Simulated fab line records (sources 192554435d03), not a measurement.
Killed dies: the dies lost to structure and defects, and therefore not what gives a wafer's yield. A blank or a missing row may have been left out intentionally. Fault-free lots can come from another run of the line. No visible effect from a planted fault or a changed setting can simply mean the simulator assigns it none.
Lot-split experiment / flow n5_finfet / 21 wafers read from 7 lots, route of 1938 steps

== SPLIT DETAILS ==
At N5_MOL_CONTACT_COAG_ALD_133 (deposits SiO2, target thk 5 nm, pulse time 1 s, co reactant pulse time 1 s), the setting ald_cycles was moved away from the recipe's 35 on 8 of the 21 wafers read, by -5.7% to +11.4%. All remaining wafers had this setting at the recipe value.

The split's own step is where the reading is taken.

== THE READING ==
SiO2_of_MOL_CONTACT_COAG_ALD_133.thk_nm (the simulator's own value, which no gauge read), in nm, at N5_MOL_CONTACT_COAG_ALD_133 (deposits SiO2, target thk 5 nm, pulse time 1 s, co reactant pulse time 1 s). No usual value for it is given in the file.

wafer=L080.1; tool, chamber at the split=ald_sin-04, 2,1,3; ald_cycles as run=35; against the recipe=recipe; SiO2_of_MOL_CONTACT_COAG_ALD_133.thk_nm, nm=5; against lot-mates on the recipe=-
wafer=L080.2; tool, chamber at the split=ald_sin-04, 2,1,3; ald_cycles as run=35; against the recipe=recipe; SiO2_of_MOL_CONTACT_COAG_ALD_133.thk_nm, nm=5; against lot-mates on the recipe=-
wafer=L080.5; tool, chamber at the split=ald_sin-04, 2,1,3; ald_cycles as run=35; against the recipe=recipe; SiO2_of_MOL_CONTACT_COAG_ALD_133.thk_nm, nm=5; against lot-mates on the recipe=-
wafer=L081.3; tool, chamber at the split=ald_sin-03, 0; ald_cycles as run=35; against the recipe=recipe; SiO2_of_MOL_CONTACT_COAG_ALD_133.thk_nm, nm=5; against lot-mates on the recipe=-
wafer=L081.4; tool, chamber at the split=ald_sin-03, 2,3; ald_cycles as run=34; against the recipe=-2.9%; SiO2_of_MOL_CONTACT_COAG_ALD_133.thk_nm, nm=4.8; against lot-mates on the recipe=-0.2
wafer=L081.6; tool, chamber at the split=ald_sin-03, 2,3; ald_cycles as run=34; against the recipe=-2.9%; SiO2_of_MOL_CONTACT_COAG_ALD_133.thk_nm, nm=4.8; against lot-mates on the recipe=-0.2
wafer=L084.1; tool, chamber at the split=ald_sin-02, 3; ald_cycles as run=35; against the recipe=recipe; SiO2_of_MOL_CONTACT_COAG_ALD_133.thk_nm, nm=5; against lot-mates on the recipe=-
wafer=L084.4; tool, chamber at the split=ald_sin-02, 0,1; ald_cycles as run=37; against the recipe=+5.7%; SiO2_of_MOL_CONTACT_COAG_ALD_133.thk_nm, nm=5.2; against lot-mates on the recipe=+0.2
wafer=L084.5; tool, chamber at the split=ald_sin-02, 0,1; ald_cycles as run=37; against the recipe=+5.7%; SiO2_of_MOL_CONTACT_COAG_ALD_133.thk_nm, nm=5.2; against lot-mates on the recipe=+0.2
wafer=L088.1; tool, chamber at the split=ald_sin-02, 1,0,2; ald_cycles as run=35; against the recipe=recipe; SiO2_of_MOL_CONTACT_COAG_ALD_133.thk_nm, nm=5; against lot-mates on the recipe=-
wafer=L088.2; tool, chamber at the split=ald_sin-02, 1,0,2; ald_cycles as run=35; against the recipe=recipe; SiO2_of_MOL_CONTACT_COAG_ALD_133.thk_nm, nm=5; against lot-mates on the recipe=-
wafer=L088.3; tool, chamber at the split=ald_sin-02, 1,0,2; ald_cycles as run=35; against the recipe=recipe; SiO2_of_MOL_CONTACT_COAG_ALD_133.thk_nm, nm=5; against lot-mates on the recipe=-
wafer=L091.1; tool, chamber at the split=ald_sin-02, 0,1; ald_cycles as run=35; against the recipe=recipe; SiO2_of_MOL_CONTACT_COAG_ALD_133.thk_nm, nm=5; against lot-mates on the recipe=-
wafer=L091.6; tool, chamber at the split=ald_sin-02, 0,1; ald_cycles as run=35; against the recipe=recipe; SiO2_of_MOL_CONTACT_COAG_ALD_133.thk_nm, nm=5; against lot-mates on the recipe=-
wafer=L091.5; tool, chamber at the split=ald_sin-02, 0; ald_cycles as run=37; against the recipe=+5.7%; SiO2_of_MOL_CONTACT_COAG_ALD_133.thk_nm, nm=5.2; against lot-mates on the recipe=+0.2
wafer=L093.1; tool, chamber at the split=ald_sin-04, 3,2; ald_cycles as run=35; against the recipe=recipe; SiO2_of_MOL_CONTACT_COAG_ALD_133.thk_nm, nm=5; against lot-mates on the recipe=-
wafer=L093.2; tool, chamber at the split=ald_sin-04, 3,2; ald_cycles as run=35; against the recipe=recipe; SiO2_of_MOL_CONTACT_COAG_ALD_133.thk_nm, nm=5; against lot-mates on the recipe=-
wafer=L093.5; tool, chamber at the split=ald_sin-04, 3; ald_cycles as run=33; against the recipe=-5.7%; SiO2_of_MOL_CONTACT_COAG_ALD_133.thk_nm, nm=4.6; against lot-mates on the recipe=-0.4
wafer=L095.3; tool, chamber at the split=ald_sin-03, 2,1; ald_cycles as run=39; against the recipe=+11.4%; SiO2_of_MOL_CONTACT_COAG_ALD_133.thk_nm, nm=5.6; against lot-mates on the recipe=+0.6
wafer=L095.6; tool, chamber at the split=ald_sin-03, 2,1; ald_cycles as run=39; against the recipe=+11.4%; SiO2_of_MOL_CONTACT_COAG_ALD_133.thk_nm, nm=5.6; against lot-mates on the recipe=+0.6
wafer=L095.4; tool, chamber at the split=ald_sin-03, 1; ald_cycles as run=35; against the recipe=recipe; SiO2_of_MOL_CONTACT_COAG_ALD_133.thk_nm, nm=5; against lot-mates on the recipe=-
If several chambers appear in one row, that row covers several wafers at once and the file leaves open which wafer was in which chamber.

THE FIT
A straight line over all 21 wafers: SiO2_of_MOL_CONTACT_COAG_ALD_133.thk_nm changes by +0.052 nm for each +1% of ald_cycles; r = +0.98; the points scatter about the line by 0.042 nm.
The same after taking each lot's own level away (the mean of its wafers on the recipe; 21 wafers): +0.052 nm for each +1%; r = +0.98; scatter 0.042 nm.
According to that fit, moving ald_cycles by its largest amount changes the reading by 0.59 nm.
The lots' own levels span 5.00 to 5.00 nm.
Consequently the slope shifts little with the lot-to-lot level, the two slopes agreeing.
Check: +0.558 nm against its lot-mates is what the line predicts for one of the wafers moved furthest among these (+11.4%) when that wafer is left out of the fit. It came out at +0.6 nm against them.

== OTHER SPLITS ON THESE WAFERS ==
Note: prior to the reading, these wafers also went through further splits. Each is held against what the fit with the lots' levels taken away leaves over:
other split on the same wafers=N5_SD_EPI_N_EPI_21 epi_growth_time_s; wafers away from the commonest value=7; r with SiO2_of_MOL_CONTACT_COAG_ALD_133.thk_nm (lot level and that fit taken away)=+0.18
other split on the same wafers=N5_ILD0_CMP_03 down_force_psi; wafers away from the commonest value=8; r with SiO2_of_MOL_CONTACT_COAG_ALD_133.thk_nm (lot level and that fit taken away)=+0.27
other split on the same wafers=N5_HKMG_FIN_PEB_10 peb_time_s; wafers away from the commonest value=8; r with SiO2_of_MOL_CONTACT_COAG_ALD_133.thk_nm (lot level and that fit taken away)=-0.24
other split on the same wafers=N5_GATE_CUT_ETCH_58 bias_w; wafers away from the commonest value=7; r with SiO2_of_MOL_CONTACT_COAG_ALD_133.thk_nm (lot level and that fit taken away)=+0.07
other split on the same wafers=N5_GATE_CUT_COAT_27 spin_rpm; wafers away from the commonest value=9; r with SiO2_of_MOL_CONTACT_COAG_ALD_133.thk_nm (lot level and that fit taken away)=+0.09
other split on the same wafers=N5_MOL_CONTACT_COAG_SPUTTER_130 power_w; wafers away from the commonest value=7; r with SiO2_of_MOL_CONTACT_COAG_ALD_133.thk_nm (lot level and that fit taken away)=-0.37
other split on the same wafers=N5_MOL_CONTACT_COAG_DESCUM_45 time_s; wafers away from the commonest value=7; r with SiO2_of_MOL_CONTACT_COAG_ALD_133.thk_nm (lot level and that fit taken away)=-0.01

== FILE'S OWN FIT ==
SiO2_of_MOL_CONTACT_COAG_ALD_133.thk_nm changes by +0.0507 nm for each +1% of ald_cycles, r = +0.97.
